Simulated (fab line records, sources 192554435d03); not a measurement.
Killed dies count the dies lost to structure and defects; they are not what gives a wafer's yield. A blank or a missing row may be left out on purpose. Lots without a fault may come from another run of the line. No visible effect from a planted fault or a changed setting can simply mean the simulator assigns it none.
Matching of chambers    flow n5-finfet    4 sister chambers for N5_BEOL_M2_ALD_98 on ald-sin-03
The step deposits SiO2, target thk 2.5 nm, pulse time 1 s, co reactant pulse time 1 s. 8 wafers are shown with their chamber, then 9 later ones without.

WAFERS, EACH WITH ITS CHAMBER
wafer   chamber  heater-power-w (W)  precursor-pulse-height-rel
L078.3  0        71                  1.015
L081.5  3        73                  0.986
L084.1  1        65                  0.983
L084.3  3        73                  0.982
L084.4  2        80                  0.995
L086.1  1        63                  0.998
L086.2  0        71                  1.027
L086.4  2        81                  1.070

WAFERS WHOSE CHAMBER IS MISSING
wafer   heater-power-w (W)  precursor-pulse-height-rel
L087.1  80                  0.989
L087.3  72                  1.002
L087.6  80                  1.012
L093.4  72                  1.010
L093.5  63                  1.036
L093.6  81                  1.044
L094.1  72                  1.024
L094.3  74                  1.007
L094.5  66                  0.985

CHAMBER TAKEN BY EACH
wafer   from the rows above      in truth
L087.1  2                        2
L087.3  can't be placed: 3 or 0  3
L087.6  2                        2
L093.4  can't be placed: 0 or 3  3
L093.5  1                        1
L093.6  2                        2
L094.1  can't be placed: 0 or 3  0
L094.3  3                        3
L094.5  1                        1
Placed correctly: 6 of 9. Unplaceable from these rows: 3, with the true chamber sitting among the candidates in 3. Wrongly placed: 0.
How it was worked out, from the rows above alone: a wafer's distance from a chamber is the root of the sum, over the readings, of the square of ((its reading less the chamber's mean) divided by the reading's scatter). The wafer belongs to the nearest chamber; if the next one is less than 2 further off, it can't be placed. For every chamber, the mean is computed from those of its wafers that are shown. The scatter is the square root of a quotient: the sum, over the shown wafers, of each reading's squared deviation from its chamber's mean, divided by wafers minus chambers.
